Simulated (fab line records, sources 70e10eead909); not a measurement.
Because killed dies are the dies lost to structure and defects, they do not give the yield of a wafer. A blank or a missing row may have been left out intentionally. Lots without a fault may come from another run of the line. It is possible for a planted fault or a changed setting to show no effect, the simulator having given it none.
Which tool did it? :: flow nand-harc :: 36 wafers from 12 lots sampled at 5 of the route's 1302 steps

== WHAT THE GAUGES SHOWED, per wafer ==
NHARC_P_GATE_INSPECT_28. Usual: raw-defect-count reads 6.0 (standard deviation 2.7).
lot: L327
measured: day 4 23:37
on: defect-inspect-01
raw-defect-count: 4 6 1
flag: 

lot: L331
measured: day 7 03:28
on: defect-inspect-01
raw-defect-count: 3 1 7
flag: 

lot: L342
measured: day 11 01:49
on: defect-inspect-01
raw-defect-count: 7 10 11
flag: 

lot: L341
measured: day 11 01:58
on: defect-inspect-02
raw-defect-count: 13 4 7
flag: 

lot: L343
measured: day 11 15:56
on: defect-inspect-02
raw-defect-count: 9 5 7
flag: 

lot: L344
measured: day 11 22:52
on: defect-inspect-02
raw-defect-count: 4 7 4
flag: 

lot: L345
measured: day 12 19:13
on: defect-inspect-01
raw-defect-count: 11 6 8
flag: 

lot: L346
measured: day 12 19:51
on: defect-inspect-02
raw-defect-count: 7 8 3
flag: 

lot: L347
measured: day 13 09:23
on: defect-inspect-01
raw-defect-count: 9 11 6
flag: 

lot: L348
measured: day 13 22:14
on: defect-inspect-01
raw-defect-count: 5 5 5
flag: 

lot: L349
measured: day 14 07:34
on: defect-inspect-02
raw-defect-count: 9 7 6
flag: 

lot: L350
measured: day 14 15:37
on: defect-inspect-02
raw-defect-count: 1 4 6
flag: 

NHARC_P_GATE_CD_MEAS_59 targets a cd of 720 nm. Usual: cd-nm reads 719.8 nm (standard deviation 1.3).
lot: L327
measured: day 5 13:13
on: cd-sem-01
cd-nm (nm): 717.7 719.2 719.9
flag: 

lot: L331
measured: day 7 17:16
on: cd-sem-01
cd-nm (nm): 695.9 695.1 693.2
flag: OFF

lot: L342
measured: day 11 15:33
on: cd-sem-02
cd-nm (nm): 720.0 718.5 721.0
flag: 

lot: L341
measured: day 11 15:55
on: cd-sem-03
cd-nm (nm): 720.1 720.3 718.3
flag: 

lot: L343
measured: day 12 07:20
on: cd-sem-01
cd-nm (nm): 720.5 720.8 722.1
flag: 

lot: L344
measured: day 12 12:13
on: cd-sem-02
cd-nm (nm): 720.7 720.0 721.6
flag: 

lot: L345
measured: day 13 08:43
on: cd-sem-02
cd-nm (nm): 721.7 720.9 720.0
flag: 

lot: L346
measured: day 13 09:21
on: cd-sem-03
cd-nm (nm): 719.8 719.2 718.2
flag: 

lot: L347
measured: day 13 23:05
on: cd-sem-01
cd-nm (nm): 717.6 720.4 718.9
flag: 

lot: L348
measured: day 14 11:59
on: cd-sem-01
cd-nm (nm): 719.0 716.9 722.3
flag: 

lot: L349
measured: day 14 21:07
on: cd-sem-02
cd-nm (nm): 720.0 720.8 719.8
flag: 

lot: L350
measured: day 15 05:09
on: cd-sem-02
cd-nm (nm): 721.4 719.1 722.2
flag: 

== WHAT TOOL EACH LOT RAN ON (gives the tool, then ch and the chambers of the sampled wafers, and finally the start) ==
lot: L327
NHARC_P_GATE_HM_DEP_102: acl-dep-03 ch 0, day 4 22:16
NHARC_P_GATE_ETCH_32: rie-si-06 ch 1,2, day 5 00:08
NHARC_P_GATE_EXPOSE_56: krf-scanner-01 ch 0, day 5 13:03

lot: L331
NHARC_P_GATE_HM_DEP_102: acl-dep-02 ch 0, day 7 02:05
NHARC_P_GATE_ETCH_32: rie-si-02 ch 0,3, day 7 04:03
NHARC_P_GATE_EXPOSE_56: krf-scanner-01 ch 0, day 7 17:06

lot: L342
NHARC_P_GATE_HM_DEP_102: acl-dep-03 ch 0, day 11 00:28
NHARC_P_GATE_ETCH_32: rie-si-02 ch 0,1,2, day 11 02:20
NHARC_P_GATE_EXPOSE_56: krf-scanner-04 ch 0, day 11 15:24

lot: L341
NHARC_P_GATE_HM_DEP_102: acl-dep-02 ch 0, day 11 00:35
NHARC_P_GATE_ETCH_32: rie-si-06 ch 0,3, day 11 02:33
NHARC_P_GATE_EXPOSE_56: krf-scanner-01 ch 0, day 11 15:46

lot: L343
NHARC_P_GATE_HM_DEP_102: acl-dep-03 ch 0, day 11 14:28
NHARC_P_GATE_ETCH_32: rie-si-02 ch 0,1, day 11 16:27
NHARC_P_GATE_EXPOSE_56: krf-scanner-01 ch 0, day 12 07:10

lot: L344
NHARC_P_GATE_HM_DEP_102: acl-dep-03 ch 0, day 11 21:30
NHARC_P_GATE_ETCH_32: rie-si-03 ch 0,2,3, day 11 23:23
NHARC_P_GATE_EXPOSE_56: krf-scanner-01 ch 0, day 12 12:04

lot: L345
NHARC_P_GATE_HM_DEP_102: acl-dep-03 ch 0, day 12 17:53
NHARC_P_GATE_ETCH_32: rie-si-06 ch 0,1,2, day 12 19:47
NHARC_P_GATE_EXPOSE_56: krf-scanner-04 ch 0, day 13 08:34

lot: L346
NHARC_P_GATE_HM_DEP_102: acl-dep-03 ch 0, day 12 18:31
NHARC_P_GATE_ETCH_32: rie-si-03 ch 0,2, day 12 20:23
NHARC_P_GATE_EXPOSE_56: krf-scanner-03 ch 0, day 13 09:11

lot: L347
NHARC_P_GATE_HM_DEP_102: acl-dep-02 ch 0, day 13 07:55
NHARC_P_GATE_ETCH_32: rie-si-02 ch 0,2,3, day 13 09:55
NHARC_P_GATE_EXPOSE_56: krf-scanner-04 ch 0, day 13 22:55

lot: L348
NHARC_P_GATE_HM_DEP_102: acl-dep-01 ch 0, day 13 20:46
NHARC_P_GATE_ETCH_32: rie-si-06 ch 0,1, day 13 22:51
NHARC_P_GATE_EXPOSE_56: krf-scanner-03 ch 0, day 14 11:50

lot: L349
NHARC_P_GATE_HM_DEP_102: acl-dep-01 ch 0, day 14 06:19
NHARC_P_GATE_ETCH_32: rie-si-02 ch 0,1,2, day 14 08:07
NHARC_P_GATE_EXPOSE_56: krf-scanner-03 ch 0, day 14 20:58

lot: L350
NHARC_P_GATE_HM_DEP_102: acl-dep-01 ch 0, day 14 14:10
NHARC_P_GATE_ETCH_32: rie-si-06 ch 1,3, day 14 16:13
NHARC_P_GATE_EXPOSE_56: krf-scanner-03 ch 0, day 15 04:59
- NHARC_P_GATE_HM_DEP_102: deposits aC, target thk 120 nm.
- NHARC_P_GATE_ETCH_32: etches the open film in HBr/Cl2, target depth 150 nm, time 100.1 s.
- NHARC_P_GATE_EXPOSE_56: exposes mask P PSD, target cd 720 nm.

== AS READ BY THE TOOLS THEMSELVES (means over the sampled wafers that have a number; for cases with no such wafer, the mark the record gives instead) ==
NHARC_P_GATE_HM_DEP_102. Usual: throttle-valve-pct reads 35.000 % (standard deviation 0.0088).
lot: L327
tool: acl-dep-03
throttle-valve-pct (%): 34.994
flag: 

lot: L331
tool: acl-dep-02
throttle-valve-pct (%): 35.005
flag: 

lot: L342
tool: acl-dep-03
throttle-valve-pct (%): 34.993
flag: 

lot: L341
tool: acl-dep-02
throttle-valve-pct (%): 35.001
flag: 

lot: L343
tool: acl-dep-03
throttle-valve-pct (%): 34.999
flag: 

lot: L344
tool: acl-dep-03
throttle-valve-pct (%): 34.995
flag: 

lot: L345
tool: acl-dep-03
throttle-valve-pct (%): 35.007
flag: 

lot: L346
tool: acl-dep-03
throttle-valve-pct (%): 34.993
flag: 

lot: L347
tool: acl-dep-02
throttle-valve-pct (%): 34.998
flag: 

lot: L348
tool: acl-dep-01
throttle-valve-pct (%): 35.002
flag: 

lot: L349
tool: acl-dep-01
throttle-valve-pct (%): 34.999
flag: 

lot: L350
tool: acl-dep-01
throttle-valve-pct (%): 35.001
flag: 

NHARC_P_GATE_ETCH_32. Usual: drypump-motor-current-A 5.9 A, standard deviation 0.39; oes-product-au 1.001 a.u., standard deviation 0.009; throttle-valve-pct 26.407 %, standard deviation 0.0081.
lot: L327
tool: rie-si-06
drypump-motor-current-A (A): 5.9
oes-product-au (a.u.): 1.003
throttle-valve-pct (%): 26.400
flag: 

lot: L331
tool: rie-si-02
drypump-motor-current-A (A): 6.1
oes-product-au (a.u.): 1.002
throttle-valve-pct (%): 26.406
flag: 

lot: L342
tool: rie-si-02
drypump-motor-current-A (A): 5.7
oes-product-au (a.u.): 1.005
throttle-valve-pct (%): 26.407
flag: 

lot: L341
tool: rie-si-06
drypump-motor-current-A (A): 5.6
oes-product-au (a.u.): 0.993
throttle-valve-pct (%): 26.406
flag: 

lot: L343
tool: rie-si-02
drypump-motor-current-A (A): 6.0
oes-product-au (a.u.): 1.010
throttle-valve-pct (%): 26.407
flag: 

lot: L344
tool: rie-si-03
drypump-motor-current-A (A): 5.9
oes-product-au (a.u.): 0.999
throttle-valve-pct (%): 26.408
flag: 

lot: L345
tool: rie-si-06
drypump-motor-current-A (A): 5.6
oes-product-au (a.u.): 0.999
throttle-valve-pct (%): 26.410
flag: 

lot: L346
tool: rie-si-03
drypump-motor-current-A (A): 5.6
oes-product-au (a.u.): 0.985
throttle-valve-pct (%): 26.408
flag: 

lot: L347
tool: rie-si-02
drypump-motor-current-A (A): 5.8
oes-product-au (a.u.): 0.989
throttle-valve-pct (%): 26.412
flag: 

lot: L348
tool: rie-si-06
drypump-motor-current-A (A): 5.4
oes-product-au (a.u.): 1.005
throttle-valve-pct (%): 26.404
flag: 

lot: L349
tool: rie-si-02
drypump-motor-current-A (A): 5.7
oes-product-au (a.u.): 1.006
throttle-valve-pct (%): 26.409
flag: 

lot: L350
tool: rie-si-06
drypump-motor-current-A (A): 5.6
oes-product-au (a.u.): 0.991
throttle-valve-pct (%): 26.399
flag: 

NHARC_P_GATE_EXPOSE_56. Usual: exposure-dose-mJ-cm2 reads 14.812 (standard deviation 0.015).
lot: L327
tool: krf-scanner-01
exposure-dose-mJ-cm2: 14.804
flag: 

lot: L331
tool: krf-scanner-01
exposure-dose-mJ-cm2: 14.804
flag: 

lot: L342
tool: krf-scanner-04
exposure-dose-mJ-cm2: 14.797
flag: 

lot: L341
tool: krf-scanner-01
exposure-dose-mJ-cm2: 14.824
flag: 

lot: L343
tool: krf-scanner-01
exposure-dose-mJ-cm2: 14.823
flag: 

lot: L344
tool: krf-scanner-01
exposure-dose-mJ-cm2: 14.814
flag: 

lot: L345
tool: krf-scanner-04
exposure-dose-mJ-cm2: 14.828
flag: 

lot: L346
tool: krf-scanner-03
exposure-dose-mJ-cm2: 14.798
flag: 

lot: L347
tool: krf-scanner-04
exposure-dose-mJ-cm2: 14.833
flag: 

lot: L348
tool: krf-scanner-03
exposure-dose-mJ-cm2: 14.815
flag: 

lot: L349
tool: krf-scanner-03
exposure-dose-mJ-cm2: 14.791
flag: 

lot: L350
tool: krf-scanner-03
exposure-dose-mJ-cm2: 14.790
flag: 

== THE ANSWER, worked out from the rows above alone ==
Rule: a lot counts as off when the mean over its wafers that have a number is more than 3 standard deviations away from the usual mean. Also off: a lot with no number at a reading for which 4 or more lots have one. Any other lot the step has rows for is counted as sound. The gauges are gone through in route order, then the tools' own readings, and for those a lot's mean is taken as printed above. At the first step where some lot is off, the reading lying furthest off is the one used; lots without a number count as furthest.
Off, at NHARC_P_GATE_CD_MEAS_59 on cd-nm: L331.
If a tool, at a process step before that reading, ran all the lots that are off and no sound lot after the first of them, it fits. The gauges at NHARC_P_GATE_CD_MEAS_59 are tried like those tools. No candidate that was tried fits.

== WHAT WAS PUT IN BY THE SIMULATOR ==
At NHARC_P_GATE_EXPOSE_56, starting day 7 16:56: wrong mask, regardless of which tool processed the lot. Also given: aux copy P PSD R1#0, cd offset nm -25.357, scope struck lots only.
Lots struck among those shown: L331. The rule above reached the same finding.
